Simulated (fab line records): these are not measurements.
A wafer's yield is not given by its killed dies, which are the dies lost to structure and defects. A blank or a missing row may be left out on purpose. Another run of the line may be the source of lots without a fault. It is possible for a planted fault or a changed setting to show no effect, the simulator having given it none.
fab line records | flow nand-harc
[record] lots = 5 wafers = 15 last-day = 24
route steps=1159 shown P_GATE@170 END@1159
lots that met no fault: from a run of the same line without faults
start-h: hours from the record's first day to the start of the lot's first wafer shown | wait-h: hours since the lot's step before | " unchanged from the row above | L1.1+2: a single row standing in for several wafers | - no value, or no start given | * or withheld: withheld | < > ~ a bound
route shown NAME@n: names a module that has steps shown in the file, with the first one's number in the route | usual: mean/standard deviation of fault-free wafers | same: alike in all rows | chamber/n: place in a boat | sites: the reading at each site | _std_site: the standard deviation of these | _edge_site: the outer-site mean with the inner-site mean subtracted | radius-mm: how far each site lies from the wafer's centre | mask NAME#n: copy n | behind: the tool/chamber that last shaped the wafer | hold: why the lot was held/for how many hours/how that ended | device: the transistor (n, p or np) that didn't switch | end of line: tests run on the same wafers once the route is complete | where a step has no rows: the recipe by itself | killed: count of dies lost to structure and defects at first sort (not the wafer's yield) | map: shows each die of a wafer: x if killed, . if not, _ if none is there
set.NAME: the setting the step ran with; set.NAME@STEP: the setting that earlier step ran with | model.NAME: the simulator's own value behind a step, which no gauge read
a table for each step, a row for each wafer; lots at some steps of the route
services: the hour from which a tool's chamber was out of use, counted from the record's first day as start-h (under 0 if before that day), plus the number of hours and why
[[steps]]
[step NHARC_P_GATE_CD_MEAS_46]
[recipe] target-cd-nm = 720 landing-energy-ev = 500
[usual] cd-nm = 719.5/2
// columns lot.wafer tool chamber start-h wait-h cd-nm
L147.2 cd-sem-01 0 104.27 - 721.2
L147.4 " 0 " " 717.6
L147.5 " 0 " " 716.7
L152.2 cd-sem-01 0 134.64 - 721.9
L152.3 " 0 " " 717.3
L152.5 " 0 " " 717.2
L162.2 cd-sem-01 0 198.46 - 718.5
L162.5 " 0 " " 716.9
L162.6 " 0 " " 717.7
L164.1 cd-sem-02 0 215.91 - 717.6
L164.2 " 0 " " 718.2
L164.6 " 0 " " 717.4
L167.1 cd-sem-02 0 226.80 - 723.0
L167.2 " 0 " " 718.7
L167.6 " 0 " " 719.6
[step NHARC_P_GATE_HARDBAKE_47]
[recipe] temp-c = 125 time-s = 80
[step NHARC_P_GATE_DESCUM_48]
[recipe] time-s = 3 o2-flow-sccm = 200 ar-flow-sccm = 0 bias-power-w = 0 chemistry = O2
[usual] drypump-motor-current-A = 5.9/0.38 oes-product-au = 1.003/0.0077 rf-vpp-V = 57.8/0.93 showerhead-plenum-p-Torr = 1.90/0.079 throttle-valve-pct = 11.312/0.0081
// columns lot.wafer tool chamber start-h wait-h drypump-motor-current-A oes-product-au rf-hours-counter-h rf-vpp-V showerhead-plenum-p-Torr throttle-valve-pct
L147.4 rie-diel-08 2 104.43 - 5.8 0.994 30 56.4 1.79 11.318
L147.2 " 3 " " 5.6 0.999 30 59.7 1.92 11.319
L147.5 " 3 " " 5.5 0.996 - 57.5 1.92 11.324
L152.2 rie-diel-08 2 134.81 - 5.8 0.996 0 56.2 1.79 11.298
L152.3 " 0 " " 5.7 0.998 0 58.1 1.91 11.319
L152.5 " 3 " " 5.6 1.012 - 58.7 1.92 11.305
L162.2 rie-diel-08 1 198.67 - 6.5 1.004 11 56.9 2.02 11.312
L162.6 " 2 " " 5.8 0.996 - 57.1 1.79 11.319
L162.5 " 3 " " 5.5 1.013 - 58.3 1.92 11.320
L164.2 rie-diel-08 0 216.08 - 5.8 0.999 13 58.1 1.90 11.306
L164.1 " 1 " " 6.5 1.008 14 56.5 2.02 11.309
L164.6 " 3 " " 5.6 1.000 - 57.2 1.92 11.314
L167.1 rie-diel-10 3 227.05 - 5.7 1.009 18 56.9 1.96 11.310
L167.2 " 1 " " 5.2 0.989 20 56.7 1.81 11.326
L167.6 " 3 " " 5.7 1.004 - 58.5 1.96 11.306
[step NHARC_P_GATE_IMPLANT_49]
[recipe] energy-kev = 30 dose-cm2 = 3e+15 tilt-deg = 7
[step NHARC_P_GATE_STRIP_111]
[recipe] power-w = 1500 temp-c = 110 time-s = 250 chemistry = N2/H2
[usual] drypump-motor-current-A = 5.69/0.19 heater-power-w = 88/6 rf-refl-power-W = 23/12
// columns lot.wafer tool chamber start-h wait-h drypump-motor-current-A heater-power-w rf-hours-counter-h rf-refl-power-W
L147.2 plasma-asher-02 1 105.35 0.7 5.73 98 30 14
L147.4 " 0 " " 5.72 93 - 47
L147.5 " 1 " " 5.80 99 - 14
L152.2 plasma-asher-01 0 135.18 0.2 5.42 85 9 21
L152.3 " 1 " " 5.93 81 - 16
L152.5 " 1 " " 5.94 82 - 17
L162.2 plasma-asher-02 0 199.01 0.2 5.72 88 2 46
L162.5 " 0 " " 5.72 88 - 48
L162.6 " 1 " " 5.75 93 - 14
L164.2 plasma-asher-01 0 216.45 0.2 5.41 84 35 21
L164.1 " 1 " " 5.92 80 35 17
L164.6 " 0 " " 5.42 81 - 21
L167.1 plasma-asher-01 1 227.59 0.4 5.92 81 39 17
L167.2 " 0 " " 5.38 88 39 20
L167.6 " 0 " " 5.40 88 - 20
[step NHARC_P_GATE_STRIP_75]
[recipe] power-w = 1500 temp-c = 250 chemistry = O2
[usual] drypump-motor-current-A = 5.69/0.2 heater-power-w = 329/23 rf-refl-power-W = 23/12
// columns lot.wafer tool chamber start-h wait-h drypump-motor-current-A heater-power-w rf-hours-counter-h rf-refl-power-W
L147.2 plasma-asher-02 1 105.61 0.2 5.72 366 30 13
L147.4 " 0 " " 5.70 353 - 45
L147.5 " 1 " " 5.71 367 - 14
L152.2 plasma-asher-01 0 135.48 0.3 5.40 321 9 20
L152.3 " 1 " " 5.95 302 - 16
L152.5 " 1 " " 5.90 297 - 17
L162.2 plasma-asher-02 0 199.31 0.3 5.73 332 2 45
L162.5 " 0 " " 5.71 321 - 46
L162.6 " 1 " " 5.74 361 - 14
L164.2 plasma-asher-01 0 216.75 0.3 5.44 324 35 20
L164.1 " 1 " " 5.88 310 35 17
L164.6 " 0 " " 5.40 321 - 21
L167.1 plasma-asher-01 1 227.89 0.3 5.92 301 39 17
L167.2 " 0 " " 5.40 329 39 21
L167.6 " 0 " " 5.39 329 - 21
[step NHARC_P_GATE_STRIP_50]
[recipe] time-s = 900 temp-c = 130 chemistry = SPM
[step NHARC_P_GATE_DEHYDRATE_51]
[recipe] temp-c = 150 time-s = 120
[step NHARC_P_GATE_HMDS_52]
[recipe] time-s = 30
[step NHARC_P_GATE_COAT_53]
[recipe] spin-rpm = 3000
[step NHARC_P_GATE_SOFTBAKE_54]
[recipe] temp-c = 122 time-s = 95
[step NHARC_P_GATE_EBR_55]
[step NHARC_P_GATE_EXPOSE_56]
[recipe] na = 0.6 target-cd-nm = 720 dose-mj = 14.81 mask-id = P_PSD
[same] na = 0.6
// columns lot.wafer tool chamber start-h wait-h mask
L147.2+4+5 krf-scanner-04 0 106.37 - P_PSD#0
L152.2+3+5 krf-scanner-01 0 136.25 - P_PSD_R1#0
L162.2+5+6 krf-scanner-01 0 200.09 - P_PSD#0
L164.1+2+6 krf-scanner-01 0 217.40 - P_PSD#0
L167.1+2+6 krf-scanner-04 0 228.53 - P_PSD#0
[step NHARC_P_GATE_PEB_57]
[recipe] peb-temp-c = 118 peb-time-s = 85
[step NHARC_P_GATE_DEVELOP_58]
[recipe] time-s = 70
[step NHARC_P_GATE_CD_MEAS_59]
[recipe] target-cd-nm = 720 landing-energy-ev = 500
[usual] cd-nm = 719.9/1.9
// columns lot.wafer tool chamber start-h wait-h cd-nm
L147.2 cd-sem-01 0 106.54 - 717.1
L147.4 " 0 " " 720.0
L147.5 " 0 " " 721.2
L152.2 cd-sem-02 0 136.41 - 707.9
L152.3 " 0 " " 710.6
L152.5 " 0 " " 706.2
L162.2 cd-sem-02 0 200.24 - 720.2
L162.5 " 0 " " 720.2
L162.6 " 0 " " 717.2
L164.1 cd-sem-01 0 217.57 - 717.8
L164.2 " 0 " " 715.5
L164.6 " 0 " " 719.5
L167.1 cd-sem-01 0 228.70 - 720.7
L167.2 " 0 " " 722.6
L167.6 " 0 " " 721.4
[step NHARC_P_GATE_HARDBAKE_60]
[recipe] temp-c = 125 time-s = 80
[step NHARC_END_SORT_01]
[recipe] temp-c = 25
[usual] killed-at-array = 29/11 killed-at-other = 0.6/0.75 killed-at-periphery = 3.1/2.1 killed-dies = 32/11 killed-open = 3.0/1.8 killed-short = 1.8/1.3
[same] gross-dies = 677
// columns lot.wafer tool chamber start-h wait-h killed-at-array killed-at-other killed-at-periphery killed-dies killed-open killed-short
L162.2 prober-02 0 523.46 2.8 40 1 1 42 4 2
L162.5 prober-02 0 525.86 3.7 43 1 3 47 5 2
L162.6 prober-02 0 526.66 4.0 32 2 1 35 2 0
// killed by level:class
L162.2 A_SLIT:chamber-film-flake=13 A_STAIRCASE:chamber-film-flake=7 A_CHANNEL_HOLE_D1:chamber-film-flake=6 A_BONDPAD:chamber-film-flake=6 A_WL_FILL:geometric-particle:open=2 A_CHANNEL_FILL_D1:chamber-film-flake=2 P_M1:geometric-particle:open=1 A_CHANNEL_FILL_D1:geometric-particle:open=1
L162.5 A_SLIT:chamber-film-flake=16 A_CHANNEL_HOLE_D1:chamber-film-flake=6 A_STAIRCASE:chamber-film-flake=5 A_BONDPAD:chamber-film-flake=4 P_ZERO_WELL:chamber-film-flake=3 A_CONTACT:chamber-film-flake=3 A_M0:geometric-particle:open=2 A_CHANNEL_FILL_D1:chamber-film-flake=2
L162.6 A_SLIT:chamber-film-flake=14 A_STAIRCASE:chamber-film-flake=5 A_CHANNEL_HOLE_D1:chamber-film-flake=4 A_CONTACT:chamber-film-flake=4 THIN_TSV:chamber-film-flake=2 A_CHANNEL_FILL_D1:geometric-particle:open=1 A_WL_FILL:geometric-particle:open=1 P_ZERO_WELL:chamber-film-flake=1
[[services]]
// columns tool chamber start-h hours kind
krf-scanner-01 - 84.00 4.0 pm
plasma-asher-01 - 99.00 9.0 pm
plasma-asher-01 0 99.00 9.0 vent-cycle
plasma-asher-01 1 99.00 9.0 vent-cycle
rie-diel-08 0 103.97 - clean
rie-diel-08 1 103.97 - clean
rie-diel-08 2 103.97 - clean
rie-diel-08 3 103.97 - clean
plasma-asher-01 0 108.00 - clean
plasma-asher-01 1 108.00 - clean
rie-diel-08 - 124.82 9.0 pm
rie-diel-08 0 124.82 9.0 vent-cycle
rie-diel-08 1 124.82 9.0 vent-cycle
rie-diel-08 2 124.82 9.0 vent-cycle
krf-scanner-04 - 141.88 4.0 pm
rie-diel-08 2 165.39 1.7 repair
plasma-asher-01 - 167.84 1.9 repair
rie-diel-10 - 169.31 2.4 repair
rie-diel-10 - 176.51 9.0 pm
plasma-asher-02 - 183.29 9.0 pm
rie-diel-10 0 205.61 9.2 repair
rie-diel-10 - 213.33 0.7 repair
krf-scanner-04 - 213.53 7.6 repair
rie-diel-08 0 221.21 8.3 repair
[[key]]
[first-sign] step = NHARC_P_GATE_EXPOSE_56 reading = mask direction = changed
[effect] step = NHARC_P_GATE_CD_MEAS_59 reading = cd-nm direction = down sigmas = 6.1 usual = 719.9 struck = 708.3
met-at NHARC_P_GATE_EXPOSE_56
struck-wafers L152.2,L152.3,L152.5
tester-left-out L152
[fault] kind = wrong-mask tool = any chamber = - onset-h = 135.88 steps = NHARC_P_GATE_EXPOSE_56 aux-copy = P_PSD_R1#0 cd-offset-nm = -10.627 scope = struck-lots-only
// tester-left-out: of these lots the tester's yield and bins aren't shown, on N5 and GAA mostly nor the transistor test; their killed dies are dies lost to structure and defects alone, not to doping, threshold or leakage, so they don't give the yield
